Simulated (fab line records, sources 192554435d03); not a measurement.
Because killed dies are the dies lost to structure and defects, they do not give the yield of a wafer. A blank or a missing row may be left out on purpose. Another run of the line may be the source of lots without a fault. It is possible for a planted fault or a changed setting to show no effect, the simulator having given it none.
Chamber matching / flow n5-finfet / N5_SD_EPI_N_ETCHBACK_44 on rie-diel-06 has 4 sister chambers
The step etches SiNx in CH3F/O2, stops on SiO2, target depth 14.5 nm. 4 wafers are shown with their chamber, then 9 later ones without.

== WAFERS, EACH WITH ITS CHAMBER ==
wafer=L087.3; chamber=3; throttle-valve-pct (%)=16.49
wafer=L087.5; chamber=2; throttle-valve-pct (%)=16.23
wafer=L090.5; chamber=0; throttle-valve-pct (%)=16.66
wafer=L090.6; chamber=1; throttle-valve-pct (%)=16.41

== WAFERS WHOSE CHAMBER IS MISSING ==
wafer=L093.2; throttle-valve-pct (%)=16.51
wafer=L093.4; throttle-valve-pct (%)=16.27
wafer=L093.5; throttle-valve-pct (%)=16.25
wafer=L094.1; throttle-valve-pct (%)=16.27
wafer=L094.2; throttle-valve-pct (%)=16.44
wafer=L094.3; throttle-valve-pct (%)=16.70
wafer=L095.2; throttle-valve-pct (%)=16.28
wafer=L095.3; throttle-valve-pct (%)=16.51
wafer=L095.5; throttle-valve-pct (%)=16.51

== CHAMBER TAKEN BY EACH ==
wafer=L093.2; from the rows above=3; in truth=3
wafer=L093.4; from the rows above=2; in truth=2
wafer=L093.5; from the rows above=2; in truth=2
wafer=L094.1; from the rows above=2; in truth=2
wafer=L094.2; from the rows above=can't be placed: 1 or 3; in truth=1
wafer=L094.3; from the rows above=0; in truth=0
wafer=L095.2; from the rows above=2; in truth=2
wafer=L095.3; from the rows above=3; in truth=3
wafer=L095.5; from the rows above=3; in truth=3
8 of 9 placed correctly. Can't be placed from these rows: 1 (the true chamber is among the candidates in 1). Placed wrongly: 0.
How it was worked out, from the rows above alone: a wafer's distance from a chamber is the root of the sum, over the readings, of the square of ((its reading less the chamber's mean) divided by the reading's scatter). The wafer belongs to the nearest chamber; if the next one is less than 2 further off, it can't be placed. Each chamber's mean is taken over the wafers shown for it. The scatter: with one shown wafer a chamber, the root of the mean of the squares of how far each hidden wafer lies from its nearest shown one.
